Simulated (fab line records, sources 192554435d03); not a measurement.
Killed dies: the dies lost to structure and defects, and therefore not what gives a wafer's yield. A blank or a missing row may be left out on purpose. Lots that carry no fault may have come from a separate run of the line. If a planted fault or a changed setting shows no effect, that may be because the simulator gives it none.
Split-lot trial    flow n5 finfet    on a route of 1938 steps: 7 lots, 21 wafers read

## ABOUT THE SPLIT
At N5_FIN_SAQP_SPACER1_ALD_24 (deposits SiO2, target thk 20.3 nm, pulse time 1 s, purge time 2 s), the setting temp c was moved away from the recipe's 300 C on 3 of the 21 wafers read, by -4.4% to +3.2%. All remaining wafers had this setting at the recipe value.

Reading taken at the split's own step.

## THE READING
SiO2_of_FIN_SAQP_SPACER1_ALD_24.thk nm (the simulator's own value, which no gauge read), in nm, at N5_FIN_SAQP_SPACER1_ALD_24 (deposits SiO2, target thk 20.3 nm, pulse time 1 s, purge time 2 s). The file gives no usual value for it. Across the 18 wafers here that went through the recipe, the average is 20.3 nm and the standard deviation 0.099 nm.

wafer   tool, chamber at the split  temp c as run, C  against the recipe  SiO2_of_FIN_SAQP_SPACER1_ALD_24.thk nm, nm  against lot-mates on the recipe
L077.2  ald sin-01, 0,1             300               recipe              20.2                                        -
L077.4  ald sin-01, 0,1             300               recipe              20.2                                        -
L077.6  ald sin-01, 2               300               recipe              20.4                                        -
L078.3  ald sin-03, 2,0             300               recipe              20.2                                        -
L078.5  ald sin-03, 2,0             300               recipe              20.2                                        -
L078.6  ald sin-03, 1               300               recipe              20.4                                        -
L083.3  ald sin-02, 3               300               recipe              20.4                                        -
L083.4  ald sin-02, 2               309.7             +3.2%               20                                          -0.4
L083.5  ald sin-02, 2               309.7             +3.2%               20                                          -0.4
L085.2  ald sin-03, 1,3,1           300               recipe              20.4                                        -
L085.3  ald sin-03, 1,3,1           300               recipe              20.4                                        -
L085.5  ald sin-03, 1,3,1           300               recipe              20.4                                        -
L086.3  ald sin-03, 3               300               recipe              20.2                                        -
L086.6  ald sin-03, 3               300               recipe              20.2                                        -
L086.4  ald sin-03, 1               286.9             -4.4%               21.2                                        +1.0
L089.3  ald sin-01, 2               300               recipe              20.4                                        -
L089.6  ald sin-01, 2               300               recipe              20.4                                        -
L089.5  ald sin-01, 1               300               recipe              20.2                                        -
L097.1  ald sin-01, 3,2,1           300               recipe              20.2                                        -
L097.4  ald sin-01, 3,2,1           300               recipe              20.2                                        -
L097.5  ald sin-01, 3,2,1           300               recipe              20.2                                        -
Where a row lists several chambers, the file gives one row for several wafers and doesn't say which wafer went through which chamber.

THE FIT
A straight line over all 21 wafers: SiO2_of_FIN_SAQP_SPACER1_ALD_24.thk nm changes by -0.148 nm for each +1% of temp c; r = -0.86; the points scatter about the line by 0.13 nm.
The same after taking each lot's own level away (the mean of its wafers on the recipe; 21 wafers): -0.175 nm for each +1%; r = -0.94; scatter 0.096 nm.
On that fit, the largest move of temp c shifts the reading by 0.77 nm.
Across the lots, their own levels run from 20.20 to 20.40 nm, a range of 2.0 times the standard deviation given above.
In other words, the slope is changed by the lot-to-lot level; the two fits disagree.
Check: with one of the wafers moved furthest among these (-4.4%) left out of the fit, the line predicts +0.54 nm for it against its lot-mates. Against them it came out at +1 nm.

## OTHER SPLITS APPLIED TO THESE WAFERS
These wafers also went through other splits before the reading. Each is held against what the fit with the lots' levels taken away leaves over:
other split on the same wafers  wafers away from the commonest value  r with SiO2_of_FIN_SAQP_SPACER1_ALD_24.thk nm (lot level and that fit taken away)
N5_WELL_APT_EXPOSE_05 dose mj   5                                     +0.28
N5_FIN_SAQP_HM_DEP_03 time s    3                                     -0.08

## THE FILE'S OWN FIT
SiO2_of_FIN_SAQP_SPACER1_ALD_24.thk nm changes by -0.192 nm for each +1% of temp c, r = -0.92.
